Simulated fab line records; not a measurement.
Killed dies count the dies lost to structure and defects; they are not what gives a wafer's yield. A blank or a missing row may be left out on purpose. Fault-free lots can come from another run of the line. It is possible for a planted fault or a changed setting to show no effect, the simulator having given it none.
fab line records + flow nand_harc
[record]
- lots = 7
- wafers = 21
- last_day = 24
route steps=1159 shown THIN_TSV@1102
lots that met no fault: taken from a fault-free run of the same line
start_h: hours from the record's opening day to when the first of the lot's shown wafers began + wait_h: hours elapsed since this lot's preceding step + " as in the row above + L1.1+2: a single row standing in for several wafers + - either no value or no given start + * or withheld: withheld + < > ~ a bound
route shown NAME@n: names a module that has steps shown in the file, with the first one's number in the route + usual: average and standard deviation across the fault-free wafers + same: alike in all rows + chamber/n: place in a boat + sites: each site's reading + _std_site: the standard deviation of these + _edge_site: inner sites' mean taken away from outer sites' mean + radius_mm: how far each site lies from the wafer's centre + mask NAME#n: copy n + behind: the most recent tool/chamber to have shaped the wafer + hold: cause of the lot's hold/its duration in hours/its outcome + device: the transistor (n, p or np) that didn't switch + end of line: tests of these same wafers at the route's end + where a step has no rows: the recipe by itself + killed: count of dies lost to structure and defects at first sort (not the wafer's yield) + map: a wafer's dies, marking killed ones x, the rest . and places with no die _
set.NAME: the setting that was run; set.NAME@STEP: the one run at that earlier step + model.NAME: the simulator's own value behind a step, which no gauge read
lots at selected steps of the route; one table per step, one row per wafer
services: a tool's chamber out of use, with start hour (start_h, from the record's first day; less than 0 if before it), hours out, and reason
[[steps]]
[step NHARC_THIN_TSV_CMP_01]
[recipe]
- target_thk_um = 3
[usual]
- motor_current_A = 11.8/1.5
- retaining_ring_pressure_frac = 1.001/0.0049
| lot.wafer | tool   | chamber | start_h | wait_h | motor_current_A | retaining_ring_pressure_frac |
|-----------|--------|---------|---------|--------|-----------------|------------------------------|
| L394.1    | cmp-01 | 1       | 424.22  | 1.0    | 11.9            | 0.999                        |
| L394.3    | "      | 2       | "       | "      | 11.4            | 1.003                        |
| L394.5    | "      | 1       | "       | "      | 12.0            | 1.002                        |
| L403.4    | cmp-02 | 1       | 479.17  | 0.5    | 14.4            | 1.004                        |
| L403.2    | "      | 2       | "       | "      | 10.8            | 1.003                        |
| L403.1    | "      | 3       | "       | "      | 10.1            | 0.996                        |
| L406.3    | cmp-03 | 0       | 487.81  | 0.6    | 14.9            | 1.002                        |
| L406.2    | "      | 2       | "       | "      | 12.7            | 0.996                        |
| L406.6    | "      | 1       | "       | "      | 10.7            | 1.004                        |
| L405.3    | cmp-02 | 3       | 489.04  | 0.7    | 9.5             | 1.001                        |
| L405.5    | "      | 2       | "       | "      | 11.6            | 1.003                        |
| L405.6    | "      | 3       | "       | "      | 10.1            | 1.005                        |
| L407.3    | cmp-01 | 3       | 490.26  | 0.7    | 11.5            | 0.997                        |
| L407.1    | "      | 1       | "       | "      | 12.8            | 0.997                        |
| L407.6    | "      | 2       | "       | "      | 11.8            | 1.004                        |
| L408.2    | cmp-01 | 1       | 521.31  | 0.8    | 12.3            | 1.004                        |
| L408.3    | "      | 2       | "       | "      | 11.7            | 1.001                        |
| L408.6    | "      | 1       | "       | "      | 12.2            | 1.000                        |
| L415.4    | cmp-01 | 0       | 558.81  | 0.4    | 13.7            | 1.003                        |
| L415.3    | "      | 1       | "       | "      | 12.3            | 1.001                        |
| L415.1    | "      | 3       | "       | "      | 10.8            | 1.001                        |
[step NHARC_THIN_TSV_THK_MEAS_02]
[recipe]
- thk_meas_gauge = ir
[usual]
- thk_nm = 2981/210
| lot.wafer | tool          | chamber | start_h | wait_h | thk_nm |
|-----------|---------------|---------|---------|--------|--------|
| L394.1    | film_metro-01 | -       | 424.49  | -      | 3052   |
| L394.3    | "             | -       | "       | "      | 3194   |
| L394.5    | "             | -       | "       | "      | 3262   |
| L403.1    | film_metro-01 | -       | 479.41  | -      | 2791   |
| L403.2    | "             | -       | "       | "      | 3027   |
| L403.4    | "             | -       | "       | "      | 2887   |
| L406.2    | film_metro-01 | -       | 488.07  | 0.2    | 2966   |
| L406.3    | "             | -       | "       | "      | 2943   |
| L406.6    | "             | -       | "       | "      | 3062   |
| L405.3    | film_metro-02 | -       | 489.28  | -      | 3207   |
| L405.5    | "             | -       | "       | "      | 2955   |
| L405.6    | "             | -       | "       | "      | 3056   |
| L407.1    | film_metro-02 | -       | 490.50  | 0.2    | 3058   |
| L407.3    | "             | -       | "       | "      | 3343   |
| L407.6    | "             | -       | "       | "      | 3183   |
| L408.2    | film_metro-02 | -       | 521.57  | 0.2    | 2847   |
| L408.3    | "             | -       | "       | "      | 3065   |
| L408.6    | "             | -       | "       | "      | 2760   |
| L415.1    | film_metro-01 | -       | 559.07  | -      | 2835   |
| L415.3    | "             | -       | "       | "      | 2999   |
| L415.4    | "             | -       | "       | "      | 2751   |
[step NHARC_THIN_TSV_SRD_03]
[step NHARC_THIN_TSV_PRECLEAN_41]
[recipe]
- time_s = *
- temp_c = 50
- bath_age_min = 0
- chemistry = SC1
[step NHARC_THIN_TSV_SRD_42]
[step NHARC_THIN_TSV_DEP_43]
[recipe]
- target_thk_a = 13285
- temp_c = withheld
- pressure_torr = 6.5
- rf_w = 900
- teos_flow_sccm = 161.4
- flow_sccm = 2650
- target_thk_nm = 1328.5
- gas = O2
- material = SiO2
[usual]
- throttle_valve_pct = 15.6/0.62
| lot.wafer | tool     | chamber | start_h | wait_h | throttle_valve_pct |
|-----------|----------|---------|---------|--------|--------------------|
| L394.1    | pecvd-03 | 0       | 424.85  | -      | 14.6               |
| L394.3    | "        | 1       | "       | "      | 14.8               |
| L394.5    | "        | 2       | "       | "      | 16.2               |
| L403.1    | pecvd-01 | 1       | 479.65  | -      | 15.4               |
| L403.2    | "        | 0       | "       | "      | 16.0               |
| L403.4    | "        | 0       | "       | "      | 16.0               |
| L406.3    | pecvd-01 | 0       | 488.30  | -      | 16.0               |
| L406.2    | "        | 2       | "       | "      | 15.8               |
| L406.6    | "        | 2       | "       | "      | 15.7               |
| L405.3    | pecvd-02 | 2       | 489.56  | -      | 14.8               |
| L405.6    | "        | 2       | "       | "      | 14.8               |
| L405.5    | "        | 1       | "       | "      | 15.9               |
| L407.1    | pecvd-01 | 0       | 490.86  | -      | 16.1               |
| L407.3    | "        | 2       | "       | "      | 15.9               |
| L407.6    | "        | 2       | "       | "      | 15.7               |
| L408.2    | pecvd-03 | 0       | 522.03  | -      | 14.7               |
| L408.3    | "        | 1       | "       | "      | 15.0               |
| L408.6    | "        | 1       | "       | "      | 15.2               |
| L415.1    | pecvd-02 | 0       | 559.37  | -      | 16.1               |
| L415.3    | "        | 1       | "       | "      | 16.0               |
| L415.4    | "        | 1       | "       | "      | 16.0               |
[step NHARC_THIN_TSV_DEHYDRATE_04]
[recipe]
- temp_c = 150
- time_s = 120
[step NHARC_THIN_TSV_HMDS_05]
[recipe]
- time_s = 30
[step NHARC_THIN_TSV_COAT_06]
[recipe]
- spin_rpm = *
[step NHARC_THIN_TSV_SOFTBAKE_07]
[recipe]
- temp_c = 122
- time_s = 95
[step NHARC_THIN_TSV_EBR_08]
[step NHARC_THIN_TSV_EXPOSE_09]
[recipe]
- na = 0.55
- dose_mj = 30.7
- mask_id = TSV
[step NHARC_THIN_TSV_PEB_10]
[recipe]
- peb_temp_c = 118
- peb_time_s = 85
[usual]
- chill_plate_temp_C = 23.01/0.12
- exhaust_pa = 44.9/0.8
- heater_power_total_W = 163.98/0.28
| lot.wafer | tool           | chamber | start_h | wait_h | chill_plate_temp_C | exhaust_pa | heater_power_total_W |
|-----------|----------------|---------|---------|--------|--------------------|------------|----------------------|
| L394.1    | litho_track-05 | 0       | 425.59  | 0.1    | 23.17              | 45.3       | 164.11               |
| L394.3    | "              | 0       | "       | "      | 23.00              | 44.1       | 163.78               |
| L394.5    | "              | 0       | "       | "      | 22.87              | 44.7       | 164.42               |
| L403.1    | litho_track-02 | 0       | 480.40  | 0.1    | 22.87              | 44.8       | 163.65               |
| L403.2    | "              | 0       | "       | "      | 23.06              | 44.7       | 164.39               |
| L403.4    | "              | 0       | "       | "      | 23.08              | 44.7       | 164.20               |
| L406.2    | litho_track-03 | -       | 489.07  | 0.1    | -                  | -          | -                    |
| L406.3    | "              | -       | "       | "      | -                  | -          | -                    |
| L406.6    | "              | -       | "       | "      | -                  | -          | -                    |
| L405.3    | litho_track-05 | -       | 490.31  | 0.1    | -                  | -          | -                    |
| L405.5    | "              | -       | "       | "      | -                  | -          | -                    |
| L405.6    | "              | -       | "       | "      | -                  | -          | -                    |
| L407.1    | litho_track-02 | -       | 491.48  | 0.1    | -                  | -          | -                    |
| L407.3    | "              | -       | "       | "      | -                  | -          | -                    |
| L407.6    | "              | -       | "       | "      | -                  | -          | -                    |
| L408.2    | litho_track-02 | 0       | 522.73  | 0.1    | 23.22              | 45.1       | 163.67               |
| L408.3    | "              | 0       | "       | "      | 23.09              | 45.4       | 163.72               |
| L408.6    | "              | 0       | "       | "      | 23.02              | 45.3       | 164.18               |
| L415.1    | litho_track-05 | 0       | 560.11  | 0.1    | 22.94              | 44.4       | 163.94               |
| L415.3    | "              | 0       | "       | "      | 23.15              | 44.7       | 164.26               |
| L415.4    | "              | 0       | "       | "      | 23.05              | 46.3       | 163.71               |
[step NHARC_THIN_TSV_DEVELOP_11]
[recipe]
- time_s = 70
[[services]]
| tool           | chamber | start_h | hours | kind                           |
|----------------|---------|---------|-------|--------------------------------|
| litho_track-05 | -       | 412.00  | 7.0   | pm                             |
| pecvd-02       | 1       | 414.46  | 8.1   | repair                         |
| pecvd-01       | -       | 418.05  | 13.0  | pm                             |
| pecvd-01       | 0       | 418.05  | 13.0  | vent_cycle                     |
| pecvd-01       | 1       | 418.05  | 13.0  | vent_cycle                     |
| pecvd-01       | 2       | 418.05  | 13.0  | vent_cycle                     |
| cmp-02         | -       | 422.61  | 4.0   | pm                             |
| pecvd-02       | 0       | 429.67  | 5.2   | repair                         |
| pecvd-01       | 0       | 431.05  | -     | clean                          |
| cmp-03         | -       | 450.01  | 4.0   | pm                             |
| cmp-02         | -       | 455.61  | 1.2   | repair                         |
| pecvd-02       | 1       | 470.44  | 17.1  | repair                         |
| cmp-03         | -       | 473.17  | 1.1   | repair                         |
| pecvd-03       | -       | 473.39  | 13.0  | pm                             |
| cmp-01         | -       | 473.66  | 4.0   | pm                             |
| pecvd-02       | 0       | 477.34  | 2.7   | repair                         |
| cmp-01         | -       | 477.66  | -     | consumable_replace:conditioner |
| cmp-01         | -       | 477.66  | -     | consumable_replace:pad         |
| litho_track-02 | -       | 515.00  | 7.0   | pm                             |
| pecvd-02       | -       | 515.26  | 13.0  | pm                             |
| cmp-02         | -       | 520.61  | 4.0   | pm                             |
| cmp-01         | -       | 526.92  | 4.7   | repair                         |
| cmp-02         | -       | 546.08  | 1.0   | repair                         |
| cmp-03         | -       | 548.01  | 4.0   | pm                             |
[[key]]
[first_sign]
- step = NHARC_THIN_TSV_PEB_10
- reading = tool_record
- direction = missing
effect none on later readings
met_at NHARC_THIN_TSV_PEB_10
struck_wafers L405.3,L405.5,L405.6,L406.2,L406.3,L406.6,L407.1,L407.3,L407.6
later_rows_left_out L405.3,L405.5,L405.6,L406.2,L406.3,L406.6,L407.1,L407.3,L407.6
sort_left_out L405.3,L405.5,L405.6,L406.2,L406.3,L406.6,L407.1,L407.3,L407.6
onset_between 480.40 489.07
[fault]
- kind = skipped_step_whole
- tool = litho_track-02,litho_track-03,litho_track-05
- chamber = -
- onset_h = 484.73
- steps = NHARC_THIN_TSV_PEB_10
- scope = struck_lots_only
// sort_left_out: the simulated sort isn't trusted on such a fault, so these wafers' sort isn't shown, and their yield isn't known
// later_rows_left_out: the simulator's readings of these wafers behind a module that went badly wrong aren't trusted and aren't shown, but for the sort
